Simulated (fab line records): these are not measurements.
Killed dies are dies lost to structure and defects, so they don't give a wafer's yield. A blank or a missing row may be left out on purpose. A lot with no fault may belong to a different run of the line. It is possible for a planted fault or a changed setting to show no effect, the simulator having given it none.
Chamber matching :: flow n5 finfet :: N5_BEOL_M1_ILD_DEP_00 on pecvd-01 has 3 sister chambers
The step deposits SiOC from DEMS/O2, target thk 79 nm, time 15.3 s. 20 wafers are shown with their chamber, then 10 later ones without.

WAFERS PAIRED WITH THEIR CHAMBERS
wafer: L076.2
chamber: 2
heater power w (W): 704
throttle valve pct (%): 11.2
showerhead plenum p Torr (Torr): 5.698

wafer: L076.3
chamber: 0
heater power w (W): 489
throttle valve pct (%): 11.2
showerhead plenum p Torr (Torr): 5.712

wafer: L076.6
chamber: 0
heater power w (W): 504
throttle valve pct (%): 11.0
showerhead plenum p Torr (Torr): 5.718

wafer: L077.2
chamber: 1
heater power w (W): 383
throttle valve pct (%): 12.2
showerhead plenum p Torr (Torr): 5.706

wafer: L077.3
chamber: 2
heater power w (W): 686
throttle valve pct (%): 11.3
showerhead plenum p Torr (Torr): 5.679

wafer: L077.4
chamber: 0
heater power w (W): 533
throttle valve pct (%): 11.1
showerhead plenum p Torr (Torr): 5.714

wafer: L078.1
chamber: 1
heater power w (W): 365
throttle valve pct (%): 12.0
showerhead plenum p Torr (Torr): 5.722

wafer: L078.3
chamber: 2
heater power w (W): 684
throttle valve pct (%): 11.3
showerhead plenum p Torr (Torr): 5.683

wafer: L078.6
chamber: 2
heater power w (W): 690
throttle valve pct (%): 11.0
showerhead plenum p Torr (Torr): 5.686

wafer: L080.1
chamber: 2
heater power w (W): 720
throttle valve pct (%): 11.2
showerhead plenum p Torr (Torr): 5.705

wafer: L080.3
chamber: 2
heater power w (W): 717
throttle valve pct (%): 11.3
showerhead plenum p Torr (Torr): 5.679

wafer: L080.4
chamber: 1
heater power w (W): 390
throttle valve pct (%): 12.2
showerhead plenum p Torr (Torr): 5.710

wafer: L083.1
chamber: 1
heater power w (W): 430
throttle valve pct (%): 12.0
showerhead plenum p Torr (Torr): 5.726

wafer: L083.2
chamber: 2
heater power w (W): 639
throttle valve pct (%): 11.3
showerhead plenum p Torr (Torr): 5.667

wafer: L083.3
chamber: 2
heater power w (W): 638
throttle valve pct (%): 11.5
showerhead plenum p Torr (Torr): 5.693

wafer: L086.1
chamber: 0
heater power w (W): 494
throttle valve pct (%): 11.3
showerhead plenum p Torr (Torr): 5.717

wafer: L086.4
chamber: 0
heater power w (W): 496
throttle valve pct (%): 11.3
showerhead plenum p Torr (Torr): 5.709

wafer: L086.5
chamber: 2
heater power w (W): 705
throttle valve pct (%): 11.0
showerhead plenum p Torr (Torr): 5.687

wafer: L091.1
chamber: 1
heater power w (W): 366
throttle valve pct (%): 12.1
showerhead plenum p Torr (Torr): 5.713

wafer: L091.4
chamber: 2
heater power w (W): 683
throttle valve pct (%): 11.3
showerhead plenum p Torr (Torr): 5.689

SIGNATURES, as means of the wafers listed above
reading: heater power w
chamber 0: 503.20
chamber 1: 386.80
chamber 2: 686.60
scatter within a chamber: 25.9

reading: throttle valve pct
chamber 0: 11.180
chamber 1: 12.100
chamber 2: 11.240
scatter within a chamber: 0.135

reading: showerhead plenum p Torr
chamber 0: 5.71400
chamber 1: 5.71540
chamber 2: 5.68660
scatter within a chamber: 0.00895
Rule: for a wafer and a chamber, the distance is found by dividing, reading by reading, the gap between the wafer's reading and the chamber's mean by the reading's scatter, squaring, summing and taking the root. If the next closest chamber is less than 2 further off than the closest, the wafer can't be placed; otherwise it belongs to the closest. The scatter is the square root of a quotient: the sum, over the shown wafers, of each reading's squared deviation from its chamber's mean, divided by wafers minus chambers.

WAFERS MISSING THEIR CHAMBER
wafer: L091.6
heater power w (W): 695
throttle valve pct (%): 11.4
showerhead plenum p Torr (Torr): 5.688

wafer: L093.1
heater power w (W): 372
throttle valve pct (%): 12.1
showerhead plenum p Torr (Torr): 5.718

wafer: L093.3
heater power w (W): 503
throttle valve pct (%): 11.5
showerhead plenum p Torr (Torr): 5.721

wafer: L093.5
heater power w (W): 699
throttle valve pct (%): 11.5
showerhead plenum p Torr (Torr): 5.679

wafer: L096.3
heater power w (W): 569
throttle valve pct (%): 11.3
showerhead plenum p Torr (Torr): 5.720

wafer: L096.4
heater power w (W): 404
throttle valve pct (%): 12.3
showerhead plenum p Torr (Torr): 5.691

wafer: L096.5
heater power w (W): 561
throttle valve pct (%): 11.3
showerhead plenum p Torr (Torr): 5.712

wafer: L097.1
heater power w (W): 415
throttle valve pct (%): 12.0
showerhead plenum p Torr (Torr): 5.710

wafer: L097.3
heater power w (W): 727
throttle valve pct (%): 11.3
showerhead plenum p Torr (Torr): 5.691

wafer: L097.4
heater power w (W): 516
throttle valve pct (%): 11.0
showerhead plenum p Torr (Torr): 5.710

EACH ONE'S CHAMBER
wafer: L091.6
from the rows above: 2
in truth: 2

wafer: L093.1
from the rows above: 1
in truth: 1

wafer: L093.3
from the rows above: 0
in truth: 0

wafer: L093.5
from the rows above: 2
in truth: 2

wafer: L096.3
from the rows above: 0
in truth: 0

wafer: L096.4
from the rows above: 1
in truth: 1

wafer: L096.5
from the rows above: 0
in truth: 0

wafer: L097.1
from the rows above: 1
in truth: 1

wafer: L097.3
from the rows above: 2
in truth: 2

wafer: L097.4
from the rows above: 0
in truth: 0
Correctly placed: 10 of 10. Number that these rows cannot place: 0. Number placed wrongly: 0.
